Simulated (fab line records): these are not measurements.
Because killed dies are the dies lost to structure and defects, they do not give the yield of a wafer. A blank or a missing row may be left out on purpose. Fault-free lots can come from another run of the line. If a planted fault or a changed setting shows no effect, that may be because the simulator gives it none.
fab line records	flow nand_harc
[record] lots = 24	wafers = 72	last_day = 25
route steps=1159 shown A_CONTACT@941 A_BLC@987 A_M1@1056 A_BONDPAD@1078
lots untouched by any fault: they come from a run of this same line in which no faults occurred
start_h: hours from the record's opening day to when the first of the lot's shown wafers began	wait_h: hours from the lot's prior step to this one	" the same as in the row above	L1.1+2: a single row standing in for several wafers	- no value present, or no start provided	* or withheld: withheld	< > ~ a bound
route shown NAME@n: a module of which the file shows steps, and the number in the route of the first	usual: mean and standard deviation over wafers with no fault	same: alike in all rows	chamber/n: place in a boat	sites: per-site readings	_std_site: their standard deviation	_edge_site: mean of outer sites minus mean of inner sites	radius_mm: for every site, how far away it sits from the centre of the wafer	mask NAME#n: copy n	behind: tool/chamber where the wafer was last shaped	hold: the reason the lot was held/the length of the hold in hours/how it ended	device: the transistor (n, p or np) that didn't switch	end of line: the tests these same wafers got at the end of their route	for a step that has no rows: nothing shown but its recipe	killed: dies that structure and defects cost at the first sort, which is not the same as the wafer's yield	map: per-die view of a wafer (x killed, . not killed, _ where there is no die)
set.NAME: the setting the step ran with; set.NAME@STEP: the setting that earlier step ran with	model.NAME: the simulator's own value behind a step, which no gauge read
the route's steps for a sample of lots (tables are steps, rows are wafers)
services: from which hour (start_h, from the record's first day; less than 0 if before it) a tool's chamber was out of use, for how many hours, and why
[[steps]]
[step NHARC_A_CONTACT_ETCH_30]
[recipe] target_depth_a = 605	time_s = 30.2	cf4_flow_sccm = 100	chf3_flow_sccm = 30	ar_flow_sccm = 0	rf_w = 500	bias_w = 200	chemistry = CF4/CHF3
[usual] drypump_motor_current_A = 5.9/0.4	oes_product_au = 0.935/0.019	rf_vpp_V = 370.2/1.5	showerhead_plenum_p_Torr = 1.56/0.04	throttle_valve_pct = 16.801/0.01
lot.wafer	tool	chamber	start_h	wait_h	drypump_motor_current_A	oes_product_au	rf_hours_counter_h	rf_vpp_V	showerhead_plenum_p_Torr	throttle_valve_pct
L074.2	rie_diel-13	0	-	-	5.4	0.921	43	368.4	1.49	16.785
L074.1	"	1	"	"	5.2	0.929	42	369.2	1.53	16.798
L074.3	"	3	"	"	5.6	0.913	42	367.0	1.53	16.811
L075.1	rie_diel-11	3	-	-	6.0	0.924	2	370.8	1.54	16.801
L075.3	"	0	"	"	6.0	0.925	2	370.5	1.57	16.812
L075.5	"	0	"	"	6.0	0.928	-	370.6	1.57	16.794
L077.2	rie_diel-11	0	-	-	6.0	0.965	6	371.2	1.57	16.788
L077.4	"	0	"	"	6.0	0.957	-	369.9	1.57	16.800
L077.5	"	1	"	"	6.6	0.959	-	370.1	1.58	16.817
L076.2	rie_diel-08	2	-	-	5.5	0.940	23	372.6	1.60	16.816
L076.4	"	3	"	"	5.8	0.957	31	368.0	1.54	16.803
L076.6	"	3	"	"	5.8	0.958	-	368.7	1.54	16.814
L078.2	rie_diel-11	1	-	-	6.6	0.924	7	369.9	1.58	16.784
L078.4	"	2	"	"	5.3	0.931	2	372.4	1.63	16.802
L078.5	"	0	"	"	6.0	0.929	-	370.6	1.57	16.810
L080.1	rie_diel-11	1	-	-	6.6	0.931	10	371.2	1.58	16.800
L080.6	"	0	"	"	6.0	0.924	-	370.7	1.57	16.806
L080.5	"	1	"	"	6.5	0.925	-	371.0	1.58	16.792
L081.1	rie_diel-11	0	-	-	6.0	0.926	11	369.0	1.57	16.789
L081.3	"	1	"	"	6.6	0.918	11	371.8	1.58	16.806
L081.5	"	3	"	"	6.0	0.938	-	369.6	1.53	16.803
L082.2	rie_diel-08	1	-	-	6.2	0.949	49	367.7	1.47	16.797
L082.4	"	0	"	"	6.3	0.917	46	371.4	1.57	16.798
L082.5	"	1	"	"	6.2	0.947	-	367.9	1.47	16.799
L083.1	rie_diel-13	3	-	-	5.6	0.917	53	369.8	1.53	16.788
L083.6	"	2	"	"	5.6	0.929	-	372.2	1.62	16.781
L083.4	"	3	"	"	5.6	0.917	-	369.0	1.53	16.806
L084.2	rie_diel-13	0	-	-	5.4	0.915	60	367.5	1.49	16.793
L084.1	"	2	"	"	5.6	0.923	59	372.2	1.62	16.797
L084.5	"	0	"	"	5.5	0.920	-	367.7	1.49	16.808
L079.1	rie_diel-08	2	-	-	5.5	0.928	44	370.6	1.59	16.791
L079.2	"	1	"	"	6.2	0.937	52	367.6	1.47	16.802
L079.6	"	3	"	"	5.7	0.926	-	368.4	1.54	16.797
L086.1	rie_diel-08	0	-	-	6.3	0.910	51	370.6	1.57	16.794
L086.2	"	1	"	"	6.2	0.942	53	367.1	1.47	16.799
L086.4	"	1	"	"	6.2	0.941	-	368.0	1.47	16.796
L088.1	rie_diel-11	2	-	-	5.3	0.913	11	371.6	1.63	16.813
L088.3	"	3	"	"	6.0	0.930	17	368.0	1.53	16.792
L088.4	"	0	"	"	6.0	0.921	15	369.8	1.57	16.810
L085.3	rie_diel-11	1	-	-	6.6	0.968	18	369.7	1.58	16.808
L085.1	"	3	"	"	6.0	0.937	19	369.4	1.53	16.811
L085.6	"	0	"	"	6.0	0.962	-	370.6	1.57	16.806
L087.2	rie_diel-11	0	-	-	6.0	0.921	17	370.1	1.57	16.810
L087.4	"	1	"	"	6.6	0.930	18	369.0	1.58	16.789
L087.3	"	3	"	"	5.9	0.929	19	368.9	1.53	16.804
L089.4	rie_diel-11	1	-	-	6.6	0.931	22	371.1	1.57	16.812
L089.2	"	2	"	"	5.3	0.928	17	369.3	1.63	16.793
L089.5	"	0	"	"	6.0	0.911	-	370.1	1.56	16.794
L090.2	rie_diel-11	0	-	-	6.0	0.928	22	369.9	1.56	16.818
L090.4	"	1	"	"	6.6	0.944	23	370.6	1.57	16.788
L090.5	"	3	"	"	6.0	0.938	-	370.0	1.53	16.807
L091.4	rie_diel-11	1	-	-	6.6	0.932	24	370.8	1.57	16.820
L091.1	"	2	"	"	5.3	0.933	20	372.5	1.63	16.817
L091.5	"	3	"	"	6.0	0.921	-	369.6	1.53	16.821
L092.3	rie_diel-11	0	-	-	6.0	0.924	25	370.2	1.56	16.799
L092.1	"	1	"	"	6.6	0.925	25	371.4	1.57	16.791
L092.5	"	3	"	"	6.0	0.922	-	368.9	1.53	16.809
L093.4	rie_diel-11	3	-	-	6.0	0.980	28	369.1	1.53	16.799
L093.3	"	0	"	"	6.0	0.969	26	371.2	1.56	16.794
L093.1	"	1	"	"	6.6	0.975	27	370.3	1.57	16.811
L095.2	rie_diel-13	2	-	-	5.6	0.953	13	372.4	1.61	16.816
L095.4	"	1	"	"	5.2	0.957	-	367.3	1.53	16.810
L095.6	"	3	"	"	5.6	0.955	-	369.3	1.52	16.816
L094.2	rie_diel-11	0	-	-	6.0	0.983	27	371.6	1.56	16.810
L094.1	"	1	"	"	6.6	0.988	27	369.1	1.57	16.797
L094.5	"	3	"	"	6.0	0.960	-	369.4	1.53	16.797
L096.3	rie_diel-08	3	-	-	5.8	0.932	6	370.6	1.53	16.773
L096.1	"	0	"	"	6.3	0.917	7	371.4	1.57	16.801
L096.2	"	1	"	"	6.2	0.931	7	367.9	1.47	16.797
L097.4	rie_diel-11	1	-	-	6.5	0.931	35	370.2	1.57	16.797
L097.2	"	3	"	"	6.0	0.927	37	369.1	1.53	16.791
L097.6	"	1	"	"	6.6	0.920	-	370.2	1.57	16.800
[step NHARC_A_CONTACT_ETCH_139]
[recipe] source_w = withheld	pressure_mtorr = 20	bias_v = 400	time_s = 137	target_depth_a = 5900	ar_flow_sccm = withheld	c4f8_flow_sccm = 11.5	o2_flow_sccm = 7.2	chemistry = C4F8/O2/Ar
lot.wafer	tool	chamber	start_h	wait_h	rf_hours_counter_h
L074.2	har_cap_etch-02	0	388.62	0.1	12
L074.1	"	1	"	"	12
L074.3	"	0	"	"	-
L075.1	har_cap_etch-01	0	389.27	0.1	60
L075.3	"	0	"	"	-
L075.5	"	1	"	"	-
L077.2	har_cap_etch-02	1	398.03	0.1	14
L077.4	"	1	"	"	-
L077.5	"	0	"	"	-
L076.2	har_cap_etch-01	1	398.31	0.1	62
L076.4	"	0	"	"	-
L076.6	"	1	"	"	-
L078.2	har_cap_etch-01	0	410.62	0.2	63
L078.4	"	1	"	"	-
L078.5	"	1	"	"	-
L080.1	har_cap_etch-03	0	426.93	0.1	89
L080.6	"	1	"	"	-
L080.5	"	0	"	"	-
L081.1	har_cap_etch-03	0	429.40	0.1	90
L081.3	"	0	"	"	-
L081.5	"	0	"	"	-
L082.2	har_cap_etch-02	0	440.07	0.1	22
L082.4	"	1	"	"	-
L082.5	"	0	"	"	-
L083.1	har_cap_etch-03	1	440.63	0.1	93
L083.4	"	0	"	"	-
L083.6	"	1	"	"	-
L084.1	har_cap_etch-02	1	445.66	0.1	24
L084.2	"	0	"	"	24
L084.5	"	0	"	"	-
L079.2	har_cap_etch-03	0	445.94	0.1	95
L079.1	"	1	"	"	95
L079.6	"	0	"	"	-
L086.1	har_cap_etch-02	0	449.18	0.1	25
L086.2	"	1	"	"	25
L086.4	"	1	"	"	-
L088.1	har_cap_etch-01	1	449.24	0.1	73
L088.3	"	1	"	"	-
L088.4	"	0	"	"	-
L085.1	har_cap_etch-01	0	457.39	0.1	73
L085.3	"	1	"	"	-
L085.6	"	0	"	"	-
L087.2	har_cap_etch-03	0	458.86	0.1	97
L087.4	"	1	"	"	-
L087.3	"	0	"	"	-
L089.2	har_cap_etch-03	0	472.91	0.1	100
L089.4	"	0	"	"	-
L089.5	"	0	"	"	-
L090.2	har_cap_etch-02	0	479.71	0.1	30
L090.4	"	1	"	"	-
L090.5	"	0	"	"	-
L091.1	har_cap_etch-02	1	483.72	0.1	31
L091.4	"	1	"	"	-
L091.5	"	0	"	"	-
L092.1	har_cap_etch-03	1	485.32	0.1	103
L092.3	"	1	"	"	-
L092.5	"	0	"	"	-
L093.1	har_cap_etch-03	1	493.36	0.1	104
L093.4	"	1	"	"	-
L093.3	"	0	"	"	-
L095.2	har_cap_etch-01	0	496.25	0.1	82
L095.4	"	0	"	"	-
L095.6	"	1	"	"	-
L094.1	har_cap_etch-03	0	496.62	0.1	105
L094.2	"	1	"	"	105
L094.5	"	1	"	"	-
L096.2	har_cap_etch-03	0	511.75	0.1	107
L096.1	"	1	"	"	107
L096.3	"	1	"	"	-
L097.2	har_cap_etch-02	0	544.45	0.1	41
L097.4	"	1	"	"	-
L097.6	"	1	"	"	-
[step NHARC_A_CONTACT_ETCH_92]
[recipe] target_depth_a = 400	over_etch_frac = 0.5	time_s = 85.7	ion_energy_ev = 120	ch3f_flow_sccm = 50	o2_flow_sccm = 30	ar_flow_sccm = 200	rf_w = 500	bias_w = 100	chemistry = CH3F/O2
[usual] drypump_motor_current_A = 5.9/0.45	oes_product_au = 0.933/0.018	rf_vpp_V = 244.1/1.3	showerhead_plenum_p_Torr = 2.44/0.068	throttle_valve_pct = 20.663/0.0084
lot.wafer	tool	chamber	start_h	wait_h	drypump_motor_current_A	oes_product_au	rf_hours_counter_h	rf_vpp_V	showerhead_plenum_p_Torr	throttle_valve_pct
L074.3	rie_diel-08	0	389.02	0.3	6.3	0.920	28	243.8	2.47	20.674
L074.1	"	2	"	"	5.5	0.939	19	245.9	2.50	20.677
L074.2	"	3	"	"	5.8	0.931	28	244.3	2.41	20.666
L075.3	rie_diel-13	1	389.67	0.3	5.2	0.933	43	243.0	2.39	20.670
L075.1	"	0	"	"	5.5	0.926	44	243.0	2.33	20.658
L075.5	"	2	"	"	5.6	0.930	-	246.3	2.53	20.657
L077.2	rie_diel-11	3	398.43	0.4	6.0	0.931	6	242.9	2.40	20.658
L077.5	"	1	"	"	6.6	0.930	-	243.6	2.47	20.648
L077.4	"	3	"	"	6.0	0.941	-	243.3	2.40	20.664
L076.2	rie_diel-13	0	398.72	0.4	5.4	0.930	45	241.5	2.33	20.677
L076.4	"	2	"	"	5.6	0.935	43	244.5	2.53	20.669
L076.6	"	0	"	"	5.4	0.927	-	244.2	2.33	20.660
L078.2	rie_diel-11	1	411.05	0.4	6.6	0.935	8	244.7	2.47	20.665
L078.4	"	0	"	"	6.0	0.930	8	245.8	2.45	20.660
L078.5	"	1	"	"	6.6	0.930	-	244.2	2.47	20.652
L080.1	rie_diel-11	1	427.42	0.5	6.6	0.923	11	244.7	2.47	20.672
L080.5	"	2	"	"	5.3	0.928	-	245.8	2.55	20.673
L080.6	"	3	"	"	6.0	0.928	-	242.7	2.40	20.678
L081.1	rie_diel-11	3	429.79	0.4	6.0	0.934	12	243.5	2.40	20.670
L081.3	"	0	"	"	6.0	0.930	12	244.3	2.45	20.656
L081.5	"	2	"	"	5.3	0.935	-	246.3	2.55	20.660
L082.2	rie_diel-13	2	440.49	0.4	5.6	0.916	56	245.2	2.53	20.672
L082.4	"	0	"	"	5.4	0.927	-	242.0	2.32	20.667
L082.5	"	2	"	"	5.6	0.912	-	245.4	2.53	20.664
L083.1	rie_diel-11	1	440.99	0.3	6.6	0.916	14	243.3	2.46	20.660
L083.6	"	1	"	"	6.6	0.931	-	244.2	2.46	20.663
L083.4	"	2	"	"	5.3	0.916	-	247.2	2.55	20.662
L084.1	rie_diel-11	1	446.06	0.4	6.6	0.928	16	244.7	2.46	20.680
L084.2	"	0	"	"	6.0	0.922	14	242.7	2.45	20.661
L084.5	"	1	"	"	6.5	0.929	-	243.8	2.46	20.659
L079.1	rie_diel-11	0	446.34	0.3	6.0	0.959	14	243.9	2.45	20.658
L079.2	"	3	"	"	6.0	0.937	16	244.4	2.39	20.668
L079.6	"	0	"	"	6.0	0.964	-	245.0	2.45	20.656
L086.1	rie_diel-08	0	449.63	0.4	6.2	0.913	52	243.2	2.46	20.665
L086.2	"	1	"	"	6.2	0.941	54	241.3	2.30	20.657
L086.4	"	0	"	"	6.2	0.914	-	243.0	2.46	20.669
L088.1	rie_diel-11	1	449.68	0.4	6.6	0.923	16	245.0	2.46	20.672
L088.3	"	2	"	"	5.3	0.925	12	245.3	2.55	20.661
L088.4	"	0	"	"	6.0	0.913	15	243.6	2.45	20.660
L085.3	rie_diel-11	1	457.81	0.3	6.6	0.925	18	243.4	2.46	20.675
L085.1	"	0	"	"	6.0	0.927	17	246.6	2.45	20.671
L085.6	"	2	"	"	5.3	0.925	-	243.2	2.54	20.662
L087.4	rie_diel-11	0	459.22	0.3	6.0	0.925	18	242.8	2.45	20.677
L087.3	"	2	"	"	5.3	0.928	14	245.1	2.54	20.670
L087.2	"	3	"	"	6.0	0.935	20	243.0	2.39	20.652
L089.2	rie_diel-13	0	473.30	0.4	5.5	0.992	4	242.9	2.32	20.666
L089.4	"	1	"	"	5.2	1.007	4	242.7	2.39	20.662
L089.5	"	3	"	"	5.6	1.007	-	242.5	2.38	20.676
L090.2	rie_diel-11	2	480.10	0.4	5.3	0.933	19	246.3	2.54	20.667
L090.4	"	3	"	"	6.0	0.917	25	244.3	2.39	20.652
L090.5	"	1	"	"	6.6	0.931	-	244.9	2.46	20.663
L091.1	rie_diel-11	2	484.08	0.3	5.3	0.931	21	245.7	2.54	20.652
L091.4	"	1	"	"	6.6	0.934	25	244.7	2.46	20.658
L091.5	"	3	"	"	6.0	0.930	-	243.4	2.39	20.649
L092.1	rie_diel-11	0	485.72	0.4	6.0	0.921	25	244.2	2.44	20.663
L092.3	"	1	"	"	6.6	0.942	26	244.9	2.46	20.662
L092.5	"	1	"	"	6.6	0.949	-	243.5	2.46	20.666
L093.3	rie_diel-11	1	493.78	0.3	6.6	0.964	27	244.4	2.46	20.652
L093.4	"	2	"	"	5.3	0.955	22	247.7	2.54	20.667
L093.1	"	3	"	"	6.0	0.958	29	243.6	2.39	20.663
L095.2	rie_diel-11	3	496.62	0.3	6.0	0.923	29	242.4	2.39	20.663
L095.4	"	1	"	"	6.6	0.920	27	244.7	2.46	20.650
L095.6	"	0	"	"	6.0	0.913	-	245.4	2.44	20.673
L094.1	rie_diel-08	3	497.02	0.4	5.8	0.932	1	242.5	2.39	20.667
L094.2	"	1	"	"	6.3	0.928	2	242.5	2.29	20.654
L094.5	"	3	"	"	5.7	0.929	-	244.1	2.39	20.656
L096.3	rie_diel-13	1	512.15	0.3	5.2	0.933	21	242.8	2.38	20.690
L096.2	"	3	"	"	5.6	0.933	17	240.7	2.37	20.668
L096.1	"	0	"	"	5.5	0.959	14	243.0	2.32	20.643
L097.4	rie_diel-13	0	544.85	0.3	5.5	0.908	27	242.5	2.31	20.661
L097.2	"	1	"	"	5.2	0.932	35	242.6	2.38	20.671
L097.6	"	1	"	"	5.2	0.933	-	243.3	2.37	20.665
[step NHARC_A_BLC_PVD_32]
[recipe] target_thk_a = 50	chamber_pressure_pa = 5	power_w = 5000	substrate_temp_c = 200	time_s = 17.7	material = Ti
[usual] cathode_dc_power_W = 4999.8/0.87	throttle_valve_pct = 30.7/1
lot.wafer	tool	chamber	start_h	wait_h	cathode_dc_power_W	throttle_valve_pct
L074.3	pvd_sputter-01	-	-	-	4998.9	32.0
L074.2	"	-	"	"	4998.4	31.2
L074.1	"	-	"	"	4999.5	30.4
L075.3	pvd_sputter-01	-	-	-	5000.4	31.9
L075.1	"	-	"	"	5000.1	31.3
L075.5	"	-	"	"	4999.8	30.6
L077.4	pvd_sputter-01	-	-	-	4999.2	31.3
L077.2	"	-	"	"	4999.0	32.0
L077.5	"	-	"	"	5000.0	30.9
L076.4	pvd_sputter-03	-	-	-	5001.2	31.6
L076.2	"	-	"	"	5000.3	29.3
L076.6	"	-	"	"	5001.7	32.1
L078.4	pvd_sputter-03	-	-	-	5001.2	32.4
L078.2	"	-	"	"	4999.5	31.5
L078.5	"	-	"	"	4998.9	31.8
L080.1	pvd_sputter-02	-	-	-	5000.4	30.2
L080.6	"	-	"	"	5000.7	30.6
L080.5	"	-	"	"	5000.0	28.9
L081.3	pvd_sputter-02	-	-	-	4998.6	31.8
L081.1	"	-	"	"	4999.8	30.1
L081.5	"	-	"	"	5001.8	30.4
L082.2	pvd_sputter-02	-	-	-	4999.1	30.2
L082.4	"	-	"	"	4999.9	31.8
L082.5	"	-	"	"	5000.2	30.4
L083.4	pvd_sputter-01	-	-	-	4999.6	31.2
L083.1	"	-	"	"	5000.3	30.3
L083.6	"	-	"	"	4999.3	31.2
L084.2	pvd_sputter-01	-	-	-	4999.7	31.2
L084.1	"	-	"	"	4999.7	31.5
L084.5	"	-	"	"	4999.9	30.6
L079.2	pvd_sputter-02	-	-	-	4999.4	28.9
L079.1	"	-	"	"	5001.4	32.0
L079.6	"	-	"	"	5001.7	29.0
L086.2	pvd_sputter-02	-	-	-	5001.0	28.8
L086.1	"	-	"	"	5000.7	30.3
L086.4	"	-	"	"	5000.8	31.8
L088.4	pvd_sputter-02	-	-	-	5000.0	31.9
L088.1	"	-	"	"	4999.6	30.5
L088.3	"	-	"	"	4998.7	29.1
L085.3	pvd_sputter-01	-	-	-	5000.4	31.0
L085.1	"	-	"	"	5001.2	32.0
L085.6	"	-	"	"	5000.5	30.3
L087.4	pvd_sputter-02	-	-	-	5001.3	28.7
L087.3	"	-	"	"	4998.4	30.4
L087.2	"	-	"	"	5000.1	31.9
L089.2	pvd_sputter-02	-	-	-	4998.8	30.4
L089.4	"	-	"	"	5000.4	29.0
L089.5	"	-	"	"	4999.8	30.2
L090.2	pvd_sputter-02	-	-	-	4999.5	29.2
L090.4	"	-	"	"	4999.9	30.4
L090.5	"	-	"	"	4999.7	30.2
L091.1	pvd_sputter-02	-	-	-	4998.7	30.3
L091.4	"	-	"	"	4999.7	30.4
L091.5	"	-	"	"	4999.8	30.5
L092.3	pvd_sputter-01	-	-	-	4999.2	30.5
L092.1	"	-	"	"	5000.7	31.5
L092.5	"	-	"	"	4999.2	30.6
L093.4	pvd_sputter-01	-	-	-	4998.9	30.9
L093.3	"	-	"	"	4997.6	31.4
L093.1	"	-	"	"	4999.7	31.9
L095.2	pvd_sputter-02	-	-	-	4999.0	32.1
L095.4	"	-	"	"	4999.1	30.6
L095.6	"	-	"	"	5000.0	31.7
L094.1	pvd_sputter-01	-	-	-	5000.8	31.2
L094.2	"	-	"	"	5000.5	31.1
L094.5	"	-	"	"	4998.9	31.3
L096.2	pvd_sputter-03	-	-	-	5000.5	29.3
L096.1	"	-	"	"	5000.8	31.9
L096.3	"	-	"	"	4999.7	30.8
L097.2	pvd_sputter-02	-	-	-	4999.4	30.2
L097.4	"	-	"	"	4998.8	31.9
L097.6	"	-	"	"	4999.7	28.7
[step NHARC_A_M1_INSPECT_27]
[usual] raw_defect_count = 461/130
lot.wafer	tool	chamber	start_h	wait_h	raw_defect_count
L074.1	defect_inspect-01	-	413.82	0.0	408
L074.2	"	-	"	"	318
L074.3	"	-	"	"	532
L075.1	defect_inspect-01	-	414.72	0.0	402
L075.3	"	-	"	"	614
L075.5	"	-	"	"	488
L076.2	defect_inspect-02	-	424.24	0.0	390
L076.4	"	-	"	"	367
L076.6	"	-	"	"	382
L077.2	defect_inspect-02	-	424.58	0.0	273
L077.4	"	-	"	"	314
L077.5	"	-	"	"	343
L078.2	defect_inspect-01	-	430.90	0.0	316
L078.4	"	-	"	"	309
L078.5	"	-	"	"	387
L080.1	defect_inspect-01	-	445.39	0.0	618
L080.5	"	-	"	"	419
L080.6	"	-	"	"	431
L081.1	defect_inspect-02	-	448.83	0.0	326
L081.3	"	-	"	"	385
L081.5	"	-	"	"	625
L082.2	defect_inspect-01	-	456.31	0.0	467
L082.4	"	-	"	"	425
L082.5	"	-	"	"	394
L083.1	defect_inspect-01	-	456.70	0.0	382
L083.4	"	-	"	"	382
L083.6	"	-	"	"	437
L084.1	defect_inspect-02	-	464.76	0.0	672
L084.2	"	-	"	"	597
L084.5	"	-	"	"	387
L079.1	defect_inspect-02	-	464.90	0.0	440
L079.2	"	-	"	"	430
L079.6	"	-	"	"	432
L086.1	defect_inspect-02	-	467.07	0.1	436
L086.2	"	-	"	"	470
L086.4	"	-	"	"	482
L088.1	defect_inspect-01	-	467.54	0.0	439
L088.3	"	-	"	"	320
L088.4	"	-	"	"	410
L085.1	defect_inspect-02	-	473.31	0.0	355
L085.3	"	-	"	"	465
L085.6	"	-	"	"	594
L087.2	defect_inspect-02	-	479.12	0.0	345
L087.3	"	-	"	"	421
L087.4	"	-	"	"	449
L089.2	defect_inspect-01	-	487.65	0.0	593
L089.4	"	-	"	"	573
L089.5	"	-	"	"	611
L090.2	defect_inspect-02	-	501.49	0.0	540
L090.4	"	-	"	"	462
L090.5	"	-	"	"	606
L091.1	defect_inspect-01	-	505.94	0.0	377
L091.4	"	-	"	"	417
L091.5	"	-	"	"	357
L092.1	defect_inspect-01	-	507.48	0.0	350
L092.3	"	-	"	"	429
L092.5	"	-	"	"	642
L093.1	defect_inspect-01	-	508.07	0.0	377
L093.3	"	-	"	"	470
L093.4	"	-	"	"	426
L095.2	defect_inspect-02	-	513.28	0.0	410
L095.4	"	-	"	"	402
L095.6	"	-	"	"	446
L094.1	defect_inspect-01	-	513.66	0.0	202
L094.2	"	-	"	"	291
L094.5	"	-	"	"	288
L096.1	defect_inspect-01	-	529.17	0.0	657
L096.2	"	-	"	"	733
L096.3	"	-	"	"	567
L097.2	defect_inspect-02	-	560.78	0.0	965
L097.4	"	-	"	"	442
L097.6	"	-	"	"	665
[step NHARC_A_BONDPAD_CD_MEAS_13]
[usual] cd_nm = 500.7/2
lot.wafer	tool	chamber	start_h	wait_h	cd_nm
L074.1	cd_sem-01	-	416.29	-	501.1
L074.2	"	-	"	"	502.6
L074.3	"	-	"	"	499.2
L075.1	cd_sem-01	-	417.08	-	498.4
L075.3	"	-	"	"	500.7
L075.5	"	-	"	"	497.7
L076.2	cd_sem-03	-	426.70	-	500.8
L076.4	"	-	"	"	499.0
L076.6	"	-	"	"	500.5
L077.2	cd_sem-03	-	427.06	-	499.3
L077.4	"	-	"	"	497.7
L077.5	"	-	"	"	502.1
L078.2	cd_sem-02	-	433.49	-	504.7
L078.4	"	-	"	"	500.5
L078.5	"	-	"	"	505.2
L080.1	cd_sem-03	-	448.24	-	500.6
L080.5	"	-	"	"	498.7
L080.6	"	-	"	"	498.7
L081.1	cd_sem-01	-	451.21	-	501.3
L081.3	"	-	"	"	503.1
L081.5	"	-	"	"	501.0
L082.2	cd_sem-03	-	458.66	-	501.0
L082.4	"	-	"	"	498.3
L082.5	"	-	"	"	495.5
L083.1	cd_sem-01	-	459.48	-	500.9
L083.4	"	-	"	"	501.6
L083.6	"	-	"	"	501.2
L084.1	cd_sem-02	-	467.22	-	500.8
L084.2	"	-	"	"	501.0
L084.5	"	-	"	"	501.7
L079.1	cd_sem-02	-	467.38	-	501.2
L079.2	"	-	"	"	501.9
L079.6	"	-	"	"	504.5
L086.1	cd_sem-03	-	469.54	-	500.0
L086.2	"	-	"	"	500.7
L086.4	"	-	"	"	500.2
L088.1	cd_sem-02	-	469.91	-	499.4
L088.3	"	-	"	"	500.9
L088.4	"	-	"	"	501.2
L085.1	cd_sem-02	-	475.84	-	502.1
L085.3	"	-	"	"	496.0
L085.6	"	-	"	"	497.8
L087.2	cd_sem-02	-	481.57	-	501.1
L087.3	"	-	"	"	501.0
L087.4	"	-	"	"	499.9
L089.2	cd_sem-03	-	490.10	-	500.8
L089.4	"	-	"	"	498.2
L089.5	"	-	"	"	497.8
L090.2	cd_sem-02	-	503.97	-	500.4
L090.4	"	-	"	"	501.1
L090.5	"	-	"	"	504.1
L091.1	cd_sem-01	-	508.42	-	500.0
L091.4	"	-	"	"	501.8
L091.5	"	-	"	"	501.4
L092.1	cd_sem-02	-	509.95	-	505.7
L092.3	"	-	"	"	502.2
L092.5	"	-	"	"	500.4
L093.1	cd_sem-01	-	510.73	-	499.7
L093.3	"	-	"	"	497.2
L093.4	"	-	"	"	499.7
L095.2	cd_sem-01	-	515.62	-	500.9
L095.4	"	-	"	"	498.1
L095.6	"	-	"	"	500.1
L094.1	cd_sem-03	-	516.10	-	503.0
L094.2	"	-	"	"	501.8
L094.5	"	-	"	"	500.1
L096.1	cd_sem-02	-	531.55	-	500.1
L096.2	"	-	"	"	499.9
L096.3	"	-	"	"	496.3
L097.2	cd_sem-01	-	563.24	-	503.3
L097.4	"	-	"	"	504.3
L097.6	"	-	"	"	501.0
[[services]]
tool	chamber	start_h	hours	kind
rie_diel-11	-	366.63	9.0	pm
rie_diel-11	0	366.63	9.0	vent_cycle
rie_diel-11	1	366.63	9.0	vent_cycle
pvd_sputter-03	-	367.29	2.5	repair
pvd_sputter-03	-	370.72	6.3	repair
rie_diel-11	2	386.94	17.8	repair
pvd_sputter-02	-	392.00	10.0	pm
pvd_sputter-02	-	402.93	7.5	repair
rie_diel-13	3	406.65	3.8	repair
rie_diel-08	1	406.89	2.9	repair
pvd_sputter-03	-	424.48	15.2	repair
rie_diel-13	1	434.77	22.8	repair
rie_diel-11	0	437.48	8.0	repair
rie_diel-13	-	453.66	9.0	pm
pvd_sputter-03	-	458.09	10.0	pm
rie_diel-08	-	478.84	9.0	pm
pvd_sputter-03	-	480.42	8.7	repair
rie_diel-13	0	490.67	14.3	repair
pvd_sputter-01	-	514.00	10.0	pm
pvd_sputter-02	-	521.76	2.1	repair
rie_diel-11	-	543.63	9.0	pm
har_cap_etch-03	-	545.00	17.0	pm
rie_diel-13	-	547.46	0.8	repair
pvd_sputter-03	-	548.06	24.0	repair
[[key]]
fault none
